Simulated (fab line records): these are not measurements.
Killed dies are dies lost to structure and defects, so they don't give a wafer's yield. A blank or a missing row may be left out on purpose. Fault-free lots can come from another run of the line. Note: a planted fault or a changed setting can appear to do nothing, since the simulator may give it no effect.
fab line records	flow nand-harc
record lots=7	wafers=21	last-day=24
route steps=1159 shown A_CONTACT@864 END@1159
lots that met no fault: taken from a fault-free run of the same line
start-h: hours from the record's first day to the start of the lot's first wafer shown	wait-h: time in hours since the lot's previous step	" identical to the entry in the row above	L1.1+2: a single row standing in for several wafers	- no value, or no start given	* or withheld: withheld	< > ~ a bound
route shown NAME@n: names a module that has steps shown in the file, with the first one's number in the route	usual: mean and standard deviation over wafers with no fault	same: alike in all rows	chamber/n: place in a boat	sites: per-site readings	_std_site: standard deviation across them	_edge_site: outer sites' mean less inner sites'	radius-mm: how far each site lies from the wafer's centre	mask NAME#n: copy n	behind: the last tool/chamber to shape the wafer	hold: cause of the lot's hold/its duration in hours/its outcome	device: the transistor (n, p or np) that didn't switch	end of line: the route-end tests of the same wafers	for a step that has no rows: nothing shown but its recipe	killed: at the first sort, the dies lost to defects and structure; wafer yield is something else	map: per-die view of a wafer (x killed, . not killed, _ where there is no die)
set.NAME: the run value of the setting; set.NAME@STEP: its run value at that earlier step	model.NAME: the simulator's own value behind a step, which no gauge read
a table for each step, a row for each wafer; lots at some steps of the route
services: a tool's chamber out of use, with start hour (start-h, from the record's first day; less than 0 if before it), hours out, and reason
## steps
# step NHARC_A_CONTACT_ETCH_113
# recipe source-w=withheld	pressure-mtorr=20	bias-v=3000	time-s=94	target-depth-a=9220	ar-flow-sccm=withheld	c4f8-flow-sccm=withheld	o2-flow-sccm=withheld	chemistry=C4F8/O2/Ar
# step NHARC_A_CONTACT_ETCH_114
# recipe source-w=withheld	pressure-mtorr=20	bias-v=3000	time-s=94	target-depth-a=9220	ar-flow-sccm=withheld	c4f8-flow-sccm=withheld	o2-flow-sccm=withheld	chemistry=C4F8/O2/Ar
# step NHARC_A_CONTACT_ETCH_115
# recipe source-w=withheld	pressure-mtorr=20	bias-v=3000	time-s=94	target-depth-a=9220	ar-flow-sccm=withheld	c4f8-flow-sccm=withheld	o2-flow-sccm=withheld	chemistry=C4F8/O2/Ar
# step NHARC_A_CONTACT_ETCH_116
# recipe source-w=withheld	pressure-mtorr=20	bias-v=3000	time-s=94	target-depth-a=9220	ar-flow-sccm=withheld	c4f8-flow-sccm=withheld	o2-flow-sccm=withheld	chemistry=C4F8/O2/Ar
lot.wafer	tool	chamber	start-h	wait-h	rf-hours-counter-h
L846.1	har-cap-etch-02	1	371.41	0.1	10
L846.3	"	0	"	"	-
L846.6	"	0	"	"	-
L848.1	har-cap-etch-02	0	396.19	0.1	15
L848.2	"	1	"	"	15
L848.5	"	0	"	"	-
L855.2	har-cap-etch-01	1	439.37	0.1	67
L855.1	"	0	"	"	67
L855.4	"	1	"	"	-
L856.2	har-cap-etch-02	0	439.83	0.1	22
L856.4	"	0	"	"	-
L856.5	"	0	"	"	-
L857.2	har-cap-etch-03	1	443.21	0.1	94
L857.1	"	0	"	"	94
L857.4	"	0	"	"	-
L865.1	har-cap-etch-03	1	498.98	0.1	105
L865.4	"	0	"	"	-
L865.5	"	1	"	"	-
L867.1	har-cap-etch-01	0	509.27	0.1	79
L867.2	"	1	"	"	79
L867.6	"	1	"	"	-
# step NHARC_A_CONTACT_ETCH_117
# recipe source-w=withheld	pressure-mtorr=20	bias-v=3000	time-s=94	target-depth-a=9220	ar-flow-sccm=withheld	c4f8-flow-sccm=withheld	o2-flow-sccm=withheld	chemistry=C4F8/O2/Ar
lot.wafer	tool	chamber	start-h	wait-h	rf-hours-counter-h
L846.1	har-cap-etch-02	1	371.50	0.1	10
L846.3	"	0	"	"	-
L846.6	"	0	"	"	-
L848.1	har-cap-etch-02	0	396.28	0.1	15
L848.2	"	1	"	"	15
L848.5	"	0	"	"	-
L855.2	har-cap-etch-01	1	439.46	0.1	67
L855.1	"	0	"	"	67
L855.4	"	1	"	"	-
L856.2	har-cap-etch-02	0	439.92	0.1	22
L856.4	"	0	"	"	-
L856.5	"	0	"	"	-
L857.2	har-cap-etch-03	1	443.30	0.1	94
L857.1	"	0	"	"	94
L857.4	"	0	"	"	-
L865.1	har-cap-etch-03	1	499.07	0.1	105
L865.4	"	0	"	"	-
L865.5	"	1	"	"	-
L867.1	har-cap-etch-01	0	509.36	0.1	79
L867.2	"	1	"	"	79
L867.6	"	1	"	"	-
# step NHARC_A_CONTACT_ETCH_118
# recipe source-w=withheld	pressure-mtorr=20	bias-v=3000	time-s=94	target-depth-a=9220	ar-flow-sccm=withheld	c4f8-flow-sccm=withheld	o2-flow-sccm=withheld	chemistry=C4F8/O2/Ar
lot.wafer	tool	chamber	start-h	wait-h	rf-hours-counter-h
L846.1	har-cap-etch-02	1	371.59	0.1	10
L846.3	"	0	"	"	-
L846.6	"	0	"	"	-
L848.1	har-cap-etch-02	0	396.37	0.1	15
L848.2	"	1	"	"	15
L848.5	"	0	"	"	-
L855.2	har-cap-etch-01	1	439.55	0.1	67
L855.1	"	0	"	"	67
L855.4	"	1	"	"	-
L856.2	har-cap-etch-02	0	440.01	0.1	22
L856.4	"	0	"	"	-
L856.5	"	0	"	"	-
L857.2	har-cap-etch-03	1	443.39	0.1	94
L857.1	"	0	"	"	94
L857.4	"	0	"	"	-
L865.1	har-cap-etch-03	1	499.16	0.1	105
L865.4	"	0	"	"	-
L865.5	"	1	"	"	-
L867.1	har-cap-etch-01	0	509.45	0.1	79
L867.2	"	1	"	"	79
L867.6	"	1	"	"	-
# step NHARC_A_CONTACT_ETCH_119
# recipe source-w=withheld	pressure-mtorr=20	bias-v=3000	time-s=94	target-depth-a=9220	ar-flow-sccm=withheld	c4f8-flow-sccm=withheld	o2-flow-sccm=withheld	chemistry=C4F8/O2/Ar
# step NHARC_A_CONTACT_ETCH_120
# recipe source-w=withheld	pressure-mtorr=20	bias-v=3000	time-s=94	target-depth-a=9220	ar-flow-sccm=withheld	c4f8-flow-sccm=withheld	o2-flow-sccm=withheld	chemistry=C4F8/O2/Ar
lot.wafer	tool	chamber	start-h	wait-h	rf-hours-counter-h
L846.1	har-cap-etch-02	1	371.78	0.1	10
L846.3	"	0	"	"	-
L846.6	"	0	"	"	-
L848.1	har-cap-etch-02	0	396.55	0.1	15
L848.2	"	1	"	"	15
L848.5	"	0	"	"	-
L855.2	har-cap-etch-01	1	439.73	0.1	67
L855.1	"	0	"	"	67
L855.4	"	1	"	"	-
L856.2	har-cap-etch-02	0	440.19	0.1	23
L856.4	"	0	"	"	-
L856.5	"	0	"	"	-
L857.2	har-cap-etch-03	1	443.57	0.1	95
L857.1	"	0	"	"	95
L857.4	"	0	"	"	-
L865.1	har-cap-etch-03	1	499.35	0.1	105
L865.4	"	0	"	"	-
L865.5	"	1	"	"	-
L867.1	har-cap-etch-01	0	509.64	0.1	80
L867.2	"	1	"	"	80
L867.6	"	1	"	"	-
# step NHARC_A_CONTACT_ETCH_121
# recipe source-w=withheld	pressure-mtorr=20	bias-v=3000	time-s=94	target-depth-a=9220	ar-flow-sccm=withheld	c4f8-flow-sccm=withheld	o2-flow-sccm=withheld	chemistry=C4F8/O2/Ar
lot.wafer	tool	chamber	start-h	wait-h	rf-hours-counter-h
L846.1	har-cap-etch-02	1	371.87	0.1	10
L846.3	"	0	"	"	-
L846.6	"	0	"	"	-
L848.1	har-cap-etch-02	0	396.64	0.1	15
L848.2	"	1	"	"	15
L848.5	"	0	"	"	-
L855.2	har-cap-etch-01	1	439.82	0.1	67
L855.1	"	0	"	"	67
L855.4	"	1	"	"	-
L856.2	har-cap-etch-02	0	440.28	0.1	23
L856.4	"	0	"	"	-
L856.5	"	0	"	"	-
L857.2	har-cap-etch-03	1	443.66	0.1	95
L857.1	"	0	"	"	95
L857.4	"	0	"	"	-
L865.1	har-cap-etch-03	1	499.44	0.1	105
L865.4	"	0	"	"	-
L865.5	"	1	"	"	-
L867.1	har-cap-etch-01	0	509.73	0.1	80
L867.2	"	1	"	"	80
L867.6	"	1	"	"	-
# step NHARC_A_CONTACT_ETCH_122
# recipe source-w=withheld	pressure-mtorr=20	bias-v=3000	time-s=95	target-depth-a=9300	ar-flow-sccm=withheld	c4f8-flow-sccm=withheld	o2-flow-sccm=withheld	chemistry=C4F8/O2/Ar
# step NHARC_A_CONTACT_ETCH_123
# recipe source-w=withheld	pressure-mtorr=20	bias-v=400	time-s=253	target-depth-a=10900	ar-flow-sccm=withheld	c4f8-flow-sccm=11.5	o2-flow-sccm=7.2	chemistry=C4F8/O2/Ar
# step NHARC_A_CONTACT_ETCH_90
# recipe target-depth-a=400	over-etch-frac=0.5	time-s=85.7	ion-energy-ev=120	ch3f-flow-sccm=50	o2-flow-sccm=30	ar-flow-sccm=200	rf-w=500	bias-w=100	chemistry=CH3F/O2
# step NHARC_A_CONTACT_ETCH_96
# recipe target-depth-a=200	over-etch-frac=0.5	time-s=10	ion-energy-ev=250	c4f6-flow-sccm=25	o2-flow-sccm=20	ar-flow-sccm=500	rf-w=600	bias-w=500	chemistry=C4F6/O2
# usual drypump-motor-current-A=5.6/0.4	oes-product-au=0.960/0.029	rf-vpp-V=545.3/3	showerhead-plenum-p-Torr=3.85/0.14	throttle-valve-pct=26.904/0.0092
lot.wafer	tool	chamber	start-h	wait-h	drypump-motor-current-A	oes-product-au	rf-hours-counter-h	rf-vpp-V	showerhead-plenum-p-Torr	throttle-valve-pct
L846.3	rie-diel-03	2	372.82	-	6.2	0.982	27	542.0	3.67	26.910
L846.1	"	0	"	"	5.1	0.960	28	546.5	3.84	26.909
L846.6	"	2	"	"	6.2	0.984	-	541.2	3.67	26.929
L848.2	rie-diel-04	1	397.59	-	5.9	0.963	41	547.0	3.95	26.897
L848.1	"	2	"	"	5.4	0.957	41	544.3	3.83	26.901
L848.5	"	1	"	"	5.9	0.963	-	545.1	3.95	26.920
L855.1	rie-diel-03	2	440.77	-	6.2	0.758	8	541.3	3.66	26.905
L855.4	"	0	"	"	5.1	0.750	8	545.8	3.83	26.907
L855.2	"	1	"	"	5.4	0.741	8	548.1	4.00	26.904
L856.4	rie-diel-03	1	441.21	-	5.4	0.750	8	548.1	4.00	26.898
L856.2	"	3	"	"	5.7	0.735	8	544.4	3.73	26.894
L856.5	"	2	"	"	6.2	0.763	-	539.7	3.66	26.898
L857.4	rie-diel-03	2	444.58	-	6.2	0.729	10	540.8	3.66	26.916
L857.2	"	3	"	"	5.8	0.696	10	543.2	3.73	26.898
L857.1	"	0	"	"	5.1	0.712	9	546.1	3.83	26.916
L865.4	rie-diel-04	0	500.45	-	5.0	0.949	13	549.5	4.06	26.921
L865.1	"	1	"	"	5.9	0.927	14	548.2	3.92	26.897
L865.5	"	0	"	"	5.0	0.941	-	548.8	4.06	26.907
L867.2	rie-diel-01	3	510.64	-	5.0	0.991	3	542.5	3.68	26.912
L867.1	"	0	"	"	5.8	0.971	2	549.4	3.98	26.902
L867.6	"	0	"	"	5.8	0.965	-	548.0	3.98	26.912
# step NHARC_A_CONTACT_CD_MEAS_53
# usual cd-nm=189.4/0.84
lot.wafer	tool	chamber	start-h	wait-h	cd-nm
L846.1	cd-sem-02	-	372.90	-	189.7
L846.3	"	-	"	"	189.0
L846.6	"	-	"	"	189.5
L848.1	cd-sem-03	-	397.67	-	191.3
L848.2	"	-	"	"	189.9
L848.5	"	-	"	"	191.2
L855.1	cd-sem-03	-	440.84	-	189.0
L855.2	"	-	"	"	189.5
L855.4	"	-	"	"	189.3
L856.2	cd-sem-01	-	441.29	-	188.6
L856.4	"	-	"	"	189.2
L856.5	"	-	"	"	190.0
L857.1	cd-sem-01	-	444.66	-	188.3
L857.2	"	-	"	"	187.4
L857.4	"	-	"	"	187.6
L865.1	cd-sem-01	-	500.53	-	190.0
L865.4	"	-	"	"	191.1
L865.5	"	-	"	"	190.7
L867.1	cd-sem-01	-	510.73	-	189.4
L867.2	"	-	"	"	189.5
L867.6	"	-	"	"	190.0
# step NHARC_END_SORT_01
# recipe temp-c=25
# usual killed-at-array=31/11	killed-at-other=0.5/0.78	killed-at-periphery=3.0/2	killed-dies=34/12	killed-open=3.2/2	killed-short=1.9/1.6
# same gross-dies=677
lot.wafer	tool	chamber	start-h	wait-h	killed-at-array	killed-at-other	killed-at-periphery	killed-dies	killed-open	killed-short
L848.1	prober-01	0	461.27	2.5	49	1	6	56	4	3
L848.2	prober-01	0	462.05	2.8	43	0	2	45	2	1
L848.5	prober-01	0	464.42	3.6	50	1	5	56	3	3
L855.1	prober-02	0	510.06	2.5	674	0	3	677	4	3
L855.2	prober-02	0	510.87	2.8	674	0	3	677	6	6
L855.4	prober-02	0	512.47	3.4	676	0	1	677	5	2
L856.2	prober-01	0	510.81	2.8	672	1	4	677	3	2
L856.4	prober-01	0	512.39	3.4	674	0	3	677	1	2
L856.5	prober-01	0	513.19	3.7	670	3	4	677	4	3
L857.1	prober-01	0	517.79	2.5	673	1	3	677	4	1
L857.2	prober-01	0	518.60	2.8	674	1	2	677	1	0
L857.4	prober-01	0	520.21	3.4	670	0	6	676	2	4
# killed by level:class
L848.1 A_CHANNEL_HOLE_D1:chamber-film-flake=17 A_SLIT:chamber-film-flake=17 A_CONTACT:chamber-film-flake=7 P_GATE:chamber-film-flake=4 A_STAIRCASE:chamber-film-flake=3 A_SGD_CUT:geometric-particle:short=2 P_M1:geometric-particle:open=1 A_ONON_D1:geometric-particle:short=1
L848.2 A_SLIT:chamber-film-flake=18 A_CHANNEL_HOLE_D1:chamber-film-flake=12 A_CONTACT:chamber-film-flake=10 A_CONTACT:geometric-particle:open=2 A_ONON_D1:geometric-particle:short=1 P_STI:chamber-film-flake=1 P_GATE:chamber-film-flake=1
L848.5 A_CHANNEL_HOLE_D1:chamber-film-flake=16 A_SLIT:chamber-film-flake=14 A_CONTACT:chamber-film-flake=11 P_GATE:chamber-film-flake=3 A_STAIRCASE:chamber-film-flake=3 A_WL_FILL:chamber-film-flake=2 P_M1:geometric-particle:open=1 P_M2:geometric-particle:open=1
L855.1 A_CONTACT:area-etch=633 A_CHANNEL_HOLE_D1:chamber-film-flake=14 A_SLIT:chamber-film-flake=14 A_STAIRCASE:chamber-film-flake=7 P_GATE:geometric-particle:open=1 P_CONTACT:geometric-particle:open=1 P_M0:geometric-particle:open=1 A_CHANNEL_HOLE_D1:geometric-particle:short=1
L856.2 A_CONTACT:area-etch=655 A_CHANNEL_HOLE_D1:chamber-film-flake=6 A_CONTACT:chamber-film-flake=4 A_CHANNEL_FILL_D1:geometric-particle:short=2 P_M1:chamber-film-flake=2 A_STAIRCASE:chamber-film-flake=2 P_CONTACT:geometric-particle:open=1 A_SOURCE_PLATE:geometric-particle:open=1
L855.2 A_CONTACT:area-etch=624 A_CHANNEL_HOLE_D1:chamber-film-flake=15 A_SLIT:chamber-film-flake=14 A_STAIRCASE:chamber-film-flake=7 A_ONON_D1:geometric-particle:short=4 A_CHANNEL_FILL_D1:geometric-particle:open=2 A_CHANNEL_FILL_D1:chamber-film-flake=2 P_CONTACT:geometric-particle:open=1
L856.4 A_CONTACT:area-etch=666 A_CHANNEL_HOLE_D1:chamber-film-flake=3 P_M1:chamber-film-flake=2 A_CONTACT:chamber-film-flake=2 P_GATE:geometric-particle:short=1 A_WL_FILL:geometric-particle:short=1 A_BLC:geometric-particle:open=1 A_STAIRCASE:chamber-film-flake=1
L855.4 A_CONTACT:area-etch=622 A_SLIT:chamber-film-flake=19 A_CHANNEL_HOLE_D1:chamber-film-flake=17 A_STAIRCASE:chamber-film-flake=9 A_M0:geometric-particle:open=2 A_CONTACT:chamber-film-flake=2 P_M1:geometric-particle:open=1 A_SOURCE_PLATE:geometric-particle:short=1
L856.5 A_CONTACT:area-etch=652 A_CHANNEL_HOLE_D1:chamber-film-flake=6 A_CONTACT:chamber-film-flake=3 THIN_TSV:chamber-film-flake=3 A_WL_FILL:geometric-particle:short=2 A_CONTACT:geometric-particle:open=2 P_M1:chamber-film-flake=2 A_STAIRCASE:chamber-film-flake=2
L857.1 A_CONTACT:area-etch=647 A_SLIT:chamber-film-flake=14 A_CHANNEL_HOLE_D1:chamber-film-flake=6 P_STI:chamber-film-flake=2 A_CONTACT:chamber-film-flake=2 P_CONTACT:geometric-particle:open=1 A_WL_FILL:geometric-particle:open=1 A_BLC:geometric-particle:open=1
L857.2 A_CONTACT:area-etch=655 A_SLIT:chamber-film-flake=15 A_CHANNEL_HOLE_D1:chamber-film-flake=3 A_ONON_D1:geometric-particle:open=1 P_ZERO_WELL:chamber-film-flake=1 P_STI:chamber-film-flake=1 THIN_TSV:chamber-film-flake=1
L857.4 A_CONTACT:area-etch=642 A_SLIT:chamber-film-flake=13 A_CHANNEL_HOLE_D1:chamber-film-flake=8 A_CONTACT:chamber-film-flake=3 P_STI:chamber-film-flake=2 P_M0:geometric-particle:open=1 P_M0:geometric-particle:short=1 A_SOURCE_PLATE:geometric-particle:short=1
# map L855.1 (x killed, . not)
____________x____________
_________xxxxxxx_________
_______xxxxxxxxxxx_______
______xxxxxxxxxxxxx______
_____xxxxxxxxxxxxxxx_____
____xxxxxxxxxxxxxxxxx____
____xxxxxxxxxxxxxxxxx____
___xxxxxxxxxxxxxxxxxxx___
___xxxxxxxxxxxxxxxxxxx___
__xxxxxxxxxxxxxxxxxxxxx__
__xxxxxxxxxxxxxxxxxxxxx__
_xxxxxxxxxxxxxxxxxxxxxxx_
_xxxxxxxxxxxxxxxxxxxxxxx_
_xxxxxxxxxxxxxxxxxxxxxxx_
_xxxxxxxxxxxxxxxxxxxxxxx_
_xxxxxxxxxxxxxxxxxxxxxxx_
xxxxxxxxxxxxxxxxxxxxxxxxx
xxxxxxxxxxxxxxxxxxxxxxxxx
xxxxxxxxxxxxxxxxxxxxxxxxx
xxxxxxxxxxxxxxxxxxxxxxxxx
xxxxxxxxxxxxxxxxxxxxxxxxx
_xxxxxxxxxxxxxxxxxxxxxxx_
_xxxxxxxxxxxxxxxxxxxxxxx_
_xxxxxxxxxxxxxxxxxxxxxxx_
_xxxxxxxxxxxxxxxxxxxxxxx_
_xxxxxxxxxxxxxxxxxxxxxxx_
__xxxxxxxxxxxxxxxxxxxxx__
__xxxxxxxxxxxxxxxxxxxxx__
___xxxxxxxxxxxxxxxxxxx___
___xxxxxxxxxxxxxxxxxxx___
____xxxxxxxxxxxxxxxxx____
____xxxxxxxxxxxxxxxxx____
_____xxxxxxxxxxxxxxx_____
______xxxxxxxxxxxxx______
_______xxxxxxxxxxx_______
_________xxxxxxx_________
____________x____________
# map L856.2 (x killed, . not)
____________x____________
_________xxxxxxx_________
_______xxxxxxxxxxx_______
______xxxxxxxxxxxxx______
_____xxxxxxxxxxxxxxx_____
____xxxxxxxxxxxxxxxxx____
____xxxxxxxxxxxxxxxxx____
___xxxxxxxxxxxxxxxxxxx___
___xxxxxxxxxxxxxxxxxxx___
__xxxxxxxxxxxxxxxxxxxxx__
__xxxxxxxxxxxxxxxxxxxxx__
_xxxxxxxxxxxxxxxxxxxxxxx_
_xxxxxxxxxxxxxxxxxxxxxxx_
_xxxxxxxxxxxxxxxxxxxxxxx_
_xxxxxxxxxxxxxxxxxxxxxxx_
_xxxxxxxxxxxxxxxxxxxxxxx_
xxxxxxxxxxxxxxxxxxxxxxxxx
xxxxxxxxxxxxxxxxxxxxxxxxx
xxxxxxxxxxxxxxxxxxxxxxxxx
xxxxxxxxxxxxxxxxxxxxxxxxx
xxxxxxxxxxxxxxxxxxxxxxxxx
_xxxxxxxxxxxxxxxxxxxxxxx_
_xxxxxxxxxxxxxxxxxxxxxxx_
_xxxxxxxxxxxxxxxxxxxxxxx_
_xxxxxxxxxxxxxxxxxxxxxxx_
_xxxxxxxxxxxxxxxxxxxxxxx_
__xxxxxxxxxxxxxxxxxxxxx__
__xxxxxxxxxxxxxxxxxxxxx__
___xxxxxxxxxxxxxxxxxxx___
___xxxxxxxxxxxxxxxxxxx___
____xxxxxxxxxxxxxxxxx____
____xxxxxxxxxxxxxxxxx____
_____xxxxxxxxxxxxxxx_____
______xxxxxxxxxxxxx______
_______xxxxxxxxxxx_______
_________xxxxxxx_________
____________x____________
## services
tool	chamber	start-h	hours	kind
rie-diel-03	-	360.97	0.3	repair
rie-diel-03	0	371.36	-	clean
rie-diel-03	1	371.36	-	clean
rie-diel-03	2	371.36	-	clean
rie-diel-03	3	371.36	-	clean
rie-diel-01	0	390.21	8.2	repair
rie-diel-03	-	392.33	9.0	pm
rie-diel-03	0	392.33	9.0	vent-cycle
rie-diel-03	1	392.33	9.0	vent-cycle
rie-diel-03	2	392.33	9.0	vent-cycle
rie-diel-03	3	392.33	9.0	vent-cycle
rie-diel-03	0	401.33	-	clean
rie-diel-03	1	401.33	-	clean
rie-diel-03	2	401.33	-	clean
rie-diel-03	3	401.33	-	clean
rie-diel-03	0	425.99	-	clean
rie-diel-03	1	425.99	-	clean
rie-diel-03	2	425.99	-	clean
rie-diel-03	3	425.99	-	clean
rie-diel-03	0	450.49	-	clean
rie-diel-03	1	450.49	-	clean
rie-diel-04	-	465.97	9.0	pm
rie-diel-03	3	487.55	4.3	repair
rie-diel-01	-	491.88	9.0	pm
## key
first-sign step=NHARC_A_CONTACT_ETCH_96	reading=oes-product-au	direction=down	sigmas=7.8	usual=0.960	struck=0.737
effect step=NHARC_END_SORT_01	reading=killed-at-array	direction=up	sigmas=58	usual=31	struck=673
more-kills-born-at NHARC_A_CONTACT_ETCH_96@rie-diel-03=5796
met-at NHARC_A_CONTACT_ETCH_96
struck-wafers L855.1,L855.2,L855.4,L856.2,L856.4,L856.5,L857.1,L857.2,L857.4
later-rows-left-out L855.1,L855.2,L855.4,L856.2,L856.4,L856.5,L857.1,L857.2,L857.4
tester-left-out L855,L856,L857
onset-between 372.82 440.77
fault kind=process-parameter-drift	tool=rie-diel-03	chamber=-	onset-h=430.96	steps=NHARC_A_CONTACT_ETCH_96	channel=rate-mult	offset=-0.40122	shape=step	end-h=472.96
# tester-left-out: of these lots the tester's yield and bins aren't shown, on N5 and GAA mostly nor the transistor test; their killed dies are dies lost to structure and defects alone, not to doping, threshold or leakage, so they don't give the yield
# later-rows-left-out: the simulator's readings of these wafers behind a module that went badly wrong aren't trusted and aren't shown, but for the sort
